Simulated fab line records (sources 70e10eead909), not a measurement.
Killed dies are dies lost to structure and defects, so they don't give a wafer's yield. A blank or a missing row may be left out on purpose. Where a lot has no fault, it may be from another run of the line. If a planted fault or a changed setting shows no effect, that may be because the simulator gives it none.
Which tool did it? ; flow nand_harc ; Sampling: 12 lots, 36 wafers, 2 of 1159 route steps

## WHAT THE GAUGES READ, wafer by wafer
NHARC_P_ZERO_WELL_INSPECT_43.
lot;measured;on;raw_defect_count
L075;day 2 01:33;defect_inspect-01;9 19 13
L077;day 2 13:42;defect_inspect-02;12 13 19
L079;day 3 01:36;defect_inspect-02;14 18 7
L081;day 3 13:34;defect_inspect-01;19 18 13
L083;day 4 07:29;defect_inspect-02;17 10 18
L085;day 4 13:32;defect_inspect-01;10 10 12
L087;day 5 01:37;defect_inspect-02;7 10 10
L089;day 5 13:30;defect_inspect-01;11 3 14
L091;day 6 01:26;defect_inspect-01;19 12 19
L093;day 6 13:37;defect_inspect-02;13 15 22
L095;day 7 01:38;defect_inspect-02;11 10 14
L097;day 7 13:34;defect_inspect-01;5 10 9

## WHAT TOOL EACH LOT RAN ON (gives the tool, then ch and the chambers of the sampled wafers, and finally the start)
lot;NHARC_P_ZERO_WELL_ETCH_62
L075;rie_diel-03 ch 1,2,3, day 2 01:33 or earlier
L077;rie_diel-05 ch 0,1,2, day 2 13:42 or earlier
L079;rie_diel-07 ch 0,1, day 3 01:36 or earlier
L081;rie_diel-03 ch 0,2,3, day 3 13:34 or earlier
L083;rie_diel-05 ch 0,1,3, day 4 07:29 or earlier
L085;rie_diel-07 ch 0,1,3, day 4 13:32 or earlier
L087;rie_diel-03 ch 0,2,3, day 5 01:37 or earlier
L089;rie_diel-07 ch 0,2, day 5 13:30 or earlier
L091;rie_diel-03 ch 0,1,2, day 6 01:26 or earlier
L093;rie_diel-03 ch 0,2, day 6 13:37 or earlier
L095;rie_diel-03 ch 0,1,3, day 7 01:38 or earlier
L097;rie_diel-07 ch 0,2,3, day 7 13:34 or earlier
- NHARC_P_ZERO_WELL_ETCH_62: etches the open film in CHF3/Ar, target depth 13 nm, time 6.5 s.

## THE ANSWER, worked out from the rows above alone
Rule: what is usual is taken from the lots themselves. Put in order of their means at a reading, lots are off if they are a third of the lots or fewer, leave a main group of 4 or more, and stand apart from it by a gap of 3 or more times the standard deviation of the main group's means; of several such gaps the widest counts. If all means in a main group match to the digits the tables above print for the reading, that group is not used. Also off: a lot with no number at a reading for which 4 or more lots have one. All remaining lots with rows at the step are treated as sound.
None of the lots is off at any reading shown; this tells nothing.

## WHAT WAS PUT IN BY THE SIMULATOR
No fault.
